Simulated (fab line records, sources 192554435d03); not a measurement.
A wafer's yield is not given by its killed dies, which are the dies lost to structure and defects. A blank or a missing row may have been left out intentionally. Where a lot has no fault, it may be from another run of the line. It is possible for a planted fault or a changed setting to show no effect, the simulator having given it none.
Split-lot trial	flow n5-finfet	7 lots, 39 wafers read, on a route of 1938 steps

== THE SPLIT ITSELF ==
At N5_GATE_CUT_ETCH_56 (etches TiN in Cl2/Ar, target depth 21.6 nm), the setting target-depth-a was moved away from the recipe's 216 angstrom on 12 of the 39 wafers read, by -10.4% to +11.2%. For the rest of the wafers, this setting stayed at what the recipe calls for.

The reading comes from the split's own step.

== THE READING ==
etch.depth-nm (the simulator's own value, which no gauge read), in nm, at N5_GATE_CUT_ETCH_56 (etches TiN in Cl2/Ar, target depth 21.6 nm). There is no usual value for it anywhere in the file. Across the 27 wafers here that went through the recipe, the average is 21.80 nm and the standard deviation 0.29 nm.

wafer	tool, chamber at the split	target-depth-a as run, angstrom	against the recipe	etch.depth-nm, nm	against lot-mates on the recipe
L075.1	rie-metal-02, 0	216	recipe	21.6	-
L075.4	rie-metal-02, 1	216	recipe	22.2	-
L075.5	rie-metal-02, 1	216	recipe	22.33	-
L076.1	rie-metal-02, 0	216	recipe	21.65	-
L076.2	rie-metal-02, 1	193.6	-10.4%	19.91	-1.97
L076.3	rie-metal-02, 1	216	recipe	22.07	-
L076.4	rie-metal-02, 0	193.6	-10.4%	19.37	-2.51
L076.5	rie-metal-02, 1	216	recipe	21.91	-
L076.6	rie-metal-02, 0	193.6	-10.4%	19.22	-2.66
L077.1	rie-metal-02, 0	240.2	+11.2%	23.92	+2.09
L077.2	rie-metal-02, 1	240.2	+11.2%	24.68	+2.85
L077.3	rie-metal-02, 1	216	recipe	22.04	-
L077.4	rie-metal-02, 0	240.2	+11.2%	23.95	+2.12
L077.5	rie-metal-02, 0	216	recipe	21.44	-
L077.6	rie-metal-02, 1	216	recipe	22	-
L081.1	rie-metal-03, 1	216	recipe	21.89	-
L081.2	rie-metal-03, 0	216	recipe	21.76	-
L081.3	rie-metal-03, 0	216	recipe	21.92	-
L081.4	rie-metal-03, 1	216	recipe	21.69	-
L081.5	rie-metal-03, 1	216	recipe	21.87	-
L081.6	rie-metal-03, 0	216	recipe	21.6	-
L082.1	rie-metal-02, 1	216	recipe	22.17	-
L082.2	rie-metal-02, 0	202.1	-6.4%	20.12	-1.68
L082.3	rie-metal-02, 1	202.1	-6.4%	20.6	-1.20
L082.4	rie-metal-02, 0	202.1	-6.4%	19.91	-1.89
L082.5	rie-metal-02, 0	216	recipe	21.36	-
L082.6	rie-metal-02, 1	216	recipe	21.88	-
L089.1	rie-metal-02, 1	198.1	-8.3%	20.2	-1.47
L089.2	rie-metal-02, 0	216	recipe	21.45	-
L089.3	rie-metal-02, 1	216	recipe	22.05	-
L089.4	rie-metal-02, 0	198.1	-8.3%	19.5	-2.17
L089.5	rie-metal-02, 1	198.1	-8.3%	20.19	-1.48
L089.6	rie-metal-02, 0	216	recipe	21.52	-
L092.1	rie-metal-02, 0	216	recipe	21.46	-
L092.2	rie-metal-02, 1	216	recipe	22.13	-
L092.3	rie-metal-02, 1	216	recipe	21.86	-
L092.4	rie-metal-02, 0	216	recipe	21.37	-
L092.5	rie-metal-02, 1	216	recipe	22.07	-
L092.6	rie-metal-02, 0	216	recipe	21.33	-

THE FIT
A straight line over all 39 wafers: etch.depth-nm changes by +0.221 nm for each +1% of target-depth-a; r = +0.97; the points scatter about the line by 0.31 nm.
The same after taking each lot's own level away (the mean of its wafers on the recipe; 39 wafers): +0.219 nm for each +1%; r = +0.97; scatter 0.3 nm.
On that fit, the largest move of target-depth-a shifts the reading by 2.5 nm.
The lots' own levels span 21.673 to 22.043 nm, that is 1.3 times the standard deviation above.
So the lot-to-lot level changes the slope little: the two slopes agree.
Check: for one of the wafers moved furthest among these (+11.2%), held out of the fit, the line's prediction against its lot-mates is +2.51 nm. It came out at +2.09 nm against them.

== OTHER SPLITS ON THESE WAFERS ==
Other splits were also applied to these wafers ahead of the reading. Each is held against what the fit with the lots' levels taken away leaves over:
other split on the same wafers	wafers away from the commonest value	r with etch.depth-nm (lot level and that fit taken away)
N5_FIN_SAQP_ETCH_65 time-s	15	+0.23
N5_SD_EPI_N_ETCH_35 time-s	15	-0.08
N5_HKMG_FIN_ETCH_32 target-depth-a	12	-0.25

== THE FILE'S OWN FIT ==
etch.depth-nm changes by +0.22 nm for each +1% of target-depth-a, r = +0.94.
